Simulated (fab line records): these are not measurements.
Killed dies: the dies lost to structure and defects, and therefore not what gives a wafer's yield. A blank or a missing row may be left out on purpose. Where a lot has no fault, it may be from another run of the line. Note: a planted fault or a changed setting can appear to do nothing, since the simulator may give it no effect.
Comparing a struck lot with a sound one | flow nand-harc | 35 steps out of a route of 1159
Sound: the wafers L139.1, L139.4, L139.5. The struck wafers were L152.1, L152.3, L152.4. The cause is named last.
Order at every step that has rows: each side's tool, ch and its chambers, its first start. Under that, the readings that differ: sound wafers | struck wafers | difference of the means | sigmas: that difference in standard deviations of wafers without a fault.
alike: words and numbers the same on both sides, and readings whose means are apart by under 2 such deviations; not compared: readings that were withheld, readings missing a value for some wafer, numbers with overlapping values and no deviation given by the record, and bounds like >300 which may hide the same value.
The two part at a step that has a row with sigmas, a row that says differs or no value, or rows on one side only. Non-overlapping numbers with no deviation appear without sigmas and do not part them. A reading missing from all wafers of one side parts the sides only when that side holds two or more wafers.

first, 6 steps without rows for these wafers: NHARC_P_ZERO_WELL_COAT_46; NHARC_P_ZERO_WELL_SOFTBAKE_47 (time 95 s); NHARC_P_ZERO_WELL_EBR_48; NHARC_P_ZERO_WELL_EXPOSE_49 (exposes mask P HVPW, target cd 2000 nm); NHARC_P_ZERO_WELL_PEB_50 (peb time 85 s); NHARC_P_ZERO_WELL_DEVELOP_51 (time 70 s).
NHARC_P_ZERO_WELL_CD_MEAS_52: target cd 2000 nm.
  sound on cd-sem-01 ch 0, day 4 00:27; struck on cd-sem-01 ch 0, day 7 05:49
  alike: cd-nm
then, 1 step without rows for these wafers: NHARC_P_ZERO_WELL_HARDBAKE_53 (time 80 s).
NHARC_P_ZERO_WELL_DESCUM_54: chemistry O2, time 3 s.
  sound on rie-diel-10 ch 0,2,3, day 4 00:37; struck on rie-diel-10 ch 0,2,3, day 7 05:58
  alike: drypump-motor-current-A, oes-product-au, rf-vpp-V, showerhead-plenum-p-Torr, throttle-valve-pct
  not compared: rf-hours-counter-h
then, 3 steps without rows for these wafers: NHARC_P_ZERO_WELL_IMPLANT_55; NHARC_P_ZERO_WELL_IMPLANT_61; NHARC_P_ZERO_WELL_STRIP_56 (strips in SPM, time 840 s).
NHARC_P_ZERO_WELL_PRECLEAN_68: cleans in SC1, time 60 s.
  sound on wet-bench-05 ch 5,6,7, day 4 01:12; struck on wet-bench-04 ch 1,4,5, day 7 06:35
following that, these wafers have no rows for 1 step: NHARC_P_ZERO_WELL_SRD_69.
NHARC_P_ZERO_WELL_RTA_42: time 300 s.
  sound on rtp-anneal-01 ch 0, day 4 01:35; struck on rtp-anneal-01 ch 0, day 7 06:58
  alike: anneal-temp-c-max, lamp-power-pct, wafer_temp_C_max
NHARC_P_ZERO_WELL_INSPECT_43:
  sound on defect-inspect-01, day 4 02:17; struck on defect-inspect-02, day 7 07:38
  reading          | sound    | struck      | difference | sigmas
  raw-defect-count | 19 13 15 | 306 306 287 | +284       | +48
then, 14 steps without rows for these wafers: NHARC_P_STI_ETCH_26 (etches SiO2 in dHF, target depth 11 nm); NHARC_P_STI_PRECLEAN_27 (cleans in SC1); NHARC_P_STI_SRD_28; NHARC_P_STI_OXIDE_29 (material SiO2, target thk 10 nm, ox time 1362 s); NHARC_P_STI_HM_DEP_30 (deposits Si3N4, target thk 80 nm, time 873 s); NHARC_P_STI_DEHYDRATE_01 (time 120 s); NHARC_P_STI_HMDS_02 (time 30 s); NHARC_P_STI_COAT_41 (time 65 s); NHARC_P_STI_COAT_03 (resist thk 600 nm); NHARC_P_STI_SOFTBAKE_04 (time 70 s); NHARC_P_STI_EBR_05; NHARC_P_STI_EXPOSE_06 (exposes mask P STI, target cd 200 nm); NHARC_P_STI_PEB_07 (peb time 80 s); NHARC_P_STI_DEVELOP_08 (time 50 s).
NHARC_P_STI_CD_MEAS_09: target cd 200 nm.
  sound on cd-sem-01 ch 0, day 4 18:43; struck on cd-sem-03 ch 0, day 8 01:20
  alike: cd-nm
NHARC_P_STI_OVL_MEAS_10:
  sound on overlay-02, day 4 18:48; struck on overlay-01, day 8 01:26
  reading           | sound       | struck | difference | sigmas
  overlay-x-nm (nm) | -14 -13 -14 | 4 4 3  | +17        | +3
  overlay-y-nm (nm) | -11 -12 -12 | 4 3 4  | +15        | +3
NHARC_P_STI_INSPECT_11:
  sound on defect-inspect-02, day 4 18:50; struck on defect-inspect-01, day 8 01:28
  reading          | sound | struck      | difference | sigmas
  raw-defect-count | 7 7 6 | 283 297 280 | +280       | +99 or more
then, 1 step without rows for these wafers: NHARC_P_STI_HARDBAKE_13 (time 65 s).
-- the record jumps here: 16 days lie between the struck wafers' starts before and after (it left off in module P_STI and takes up again in module END, whose first step shown is number 1159 of the route) --
NHARC_END_SORT_01:
  sound on prober-02 ch 0, day 21 09:14; struck on prober-02 ch 0, day 24 12:10
  reading             | sound    | struck     | difference | sigmas
  killed-at-periphery | 0 1 2    | 32 76 67   | +57        | +29
  killed-dies         | 16 25 25 | 71 118 102 | +75        | +6
  alike: killed-at-array, killed-at-other, killed-open, killed-short

== WHERE THEY PART ==
At NHARC_P_ZERO_WELL_INSPECT_43 first; at NHARC_END_SORT_01 last (within this record only).

WHY: whatever the simulator had introduced
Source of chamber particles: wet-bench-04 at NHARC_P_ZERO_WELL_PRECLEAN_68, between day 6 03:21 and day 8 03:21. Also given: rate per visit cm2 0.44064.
